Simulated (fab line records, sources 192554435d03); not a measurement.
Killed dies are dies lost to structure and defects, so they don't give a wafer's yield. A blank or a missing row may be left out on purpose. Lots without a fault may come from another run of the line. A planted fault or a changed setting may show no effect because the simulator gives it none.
Problem report in the 8D (eight disciplines) form, filled by code | flow n5_finfet | the parts of the form that need people (team, actions taken, sign-off) are left out

1. THE PROBLEM
chamber_pressure_mTorr at N5_MIM_BOT_ETCH_STRIP_01 reads a mean of 38.94 mTorr on 1 wafer of 1 lot; wafers without a fault read 29.99 mTorr with a standard deviation of 0.077. That is +99 or more standard deviations from the usual mean.
The step: strips in O2.
First seen on wafer L265.5, day 16 08:43, on rie_diel-05. The record holds 33 wafers of 11 lots with a number at this step. Rule for "out", or "out of limits": more than 4 standard deviations from the usual mean. The other wafers with a number count as sound.

2. WHAT IT IS AND WHAT IT IS NOT
question                    | is                     | is not
which readings at this step | chamber_pressure_mTorr | drypump_motor_current_A, oes_product_au, rf_vpp_V, showerhead_plenum_p_Torr, throttle_valve_pct
which lots                  | L265                   | L250, L252, L253, L254, L255, L256, L259, L260, L268, L272
which wafers of those lots  | L265.5                 | L265.2, L265.4
read on which tools         | rie_diel-05            | rie_diel-02, rie_diel-04
when                        | from day 16 08:43      | up to then (26 sound wafers); but 6 sound wafers of L268, L272 came after

3. SUSPECTS, AND WHAT RULES EACH OUT
Counting: a tool at a process step up to the reading stays a suspect if it ran every lot that is out. Sound lots after the first of them don't rule it out here, since some wafers of a struck lot are sound.
- pecvd-04 at N5_MIM_TOP_ETCH_PECVD_03 (deposits SiNx from SiH4/NH3/N2, target thk 20 nm, time 17.6 s): kept. It ran the lot that is out, L265 (day 16 07:44); its last sound lot up to then is L260 (day 14 14:55).
- rie_diel-05 at N5_MIM_BOT_ETCH_STRIP_01 (strips in O2): kept. It ran the lot that is out, L265 (day 16 08:43); its last sound lot up to then is L259 (day 14 15:50). Its own readings are out on those wafers: chamber_pressure_mTorr.
- Within pecvd-04 at N5_MIM_TOP_ETCH_PECVD_03: the wafers that are out ran in chamber 0; their sound lot-mates ran in chamber 1.
- Within rie_diel-05 at N5_MIM_BOT_ETCH_STRIP_01: the wafers that are out ran in chamber 3; their sound lot-mates ran in chambers 0, 1.
Left after counting: pecvd-04 at N5_MIM_TOP_ETCH_PECVD_03, rie_diel-05 at N5_MIM_BOT_ETCH_STRIP_01.

4. THE CAUSE (what the simulator had put in)
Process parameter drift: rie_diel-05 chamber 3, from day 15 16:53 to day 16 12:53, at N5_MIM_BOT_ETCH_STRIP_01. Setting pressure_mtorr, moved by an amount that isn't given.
Counting left 2 suspects, and this tool is among them.

5. THE CHAIN OF EFFECTS, in route order
Each row: a reading whose mean over the struck wafers that have a number lies more than 3 standard deviations from the usual. Only readings for which the record gives a usual standard deviation are gone through. hours: the time from each lot's start at the first step in this table that gives one to its start at this step, as a median over the lots. sigmas: the change in usual standard deviations.
hours | step                     | reading                | usual       | on struck wafers | change | sigmas
0     | N5_MIM_BOT_ETCH_STRIP_01 | chamber_pressure_mTorr | 29.99 mTorr | 38.94            | +8.95  | +99 or more
The process steps in it:
- N5_MIM_BOT_ETCH_STRIP_01: strips in O2.

6. WHAT WOULD HAVE CAUGHT IT SOONER
In this record the first reading out of limits was taken at day 16 08:43, 16 hours after the fault began at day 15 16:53.
